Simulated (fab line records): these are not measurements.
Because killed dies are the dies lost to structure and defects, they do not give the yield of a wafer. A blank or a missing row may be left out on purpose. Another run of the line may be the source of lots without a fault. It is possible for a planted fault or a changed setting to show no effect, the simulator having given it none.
Chamber matching -- flow n5-finfet -- N5_BEOL_M8_PECVD_70 on pecvd-02 has 3 sister chambers
The step deposits SiO2 from TEOS/O2, target thk 20 nm, time 22.7 s. 3 wafers are shown with their chamber, then 10 later ones without.

== WAFERS PAIRED WITH THEIR CHAMBERS ==
wafer,chamber,showerhead-plenum-p-Torr (Torr)
L080.4,0,8.74
L085.1,2,8.74
L085.2,1,8.83

== WAFERS WHOSE CHAMBER IS MISSING ==
wafer,showerhead-plenum-p-Torr (Torr)
L085.6,8.72
L089.2,8.80
L089.5,8.74
L089.6,8.82
L092.1,8.76
L092.2,8.82
L092.5,8.76
L096.1,8.73
L096.3,8.82
L096.5,8.73

== THE CHAMBER EACH PASSED THROUGH ==
wafer,from the rows above,in truth
L085.6,can't be placed: 0 or 2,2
L089.2,can't be placed: 1 or 0 or 2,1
L089.5,can't be placed: 0 or 2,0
L089.6,1,1
L092.1,can't be placed: 0 or 2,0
L092.2,1,1
L092.5,can't be placed: 0 or 2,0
L096.1,can't be placed: 0 or 2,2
L096.3,1,1
L096.5,can't be placed: 0 or 2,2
Correct placement for 3 of the 10. Cannot be placed on the basis of these rows: 7; the candidates contain the true chamber in 7. 0 placed wrongly.
How it was worked out, from the rows above alone: a wafer's distance from a chamber is the root of the sum, over the readings, of the square of ((its reading less the chamber's mean) divided by the reading's scatter). If the next closest chamber is less than 2 further off than the closest, the wafer can't be placed; otherwise it belongs to the closest. The mean given for a chamber averages the wafers shown for that chamber. The scatter: root of mean squared gap, hidden wafer to nearest shown wafer, with one shown wafer a chamber.
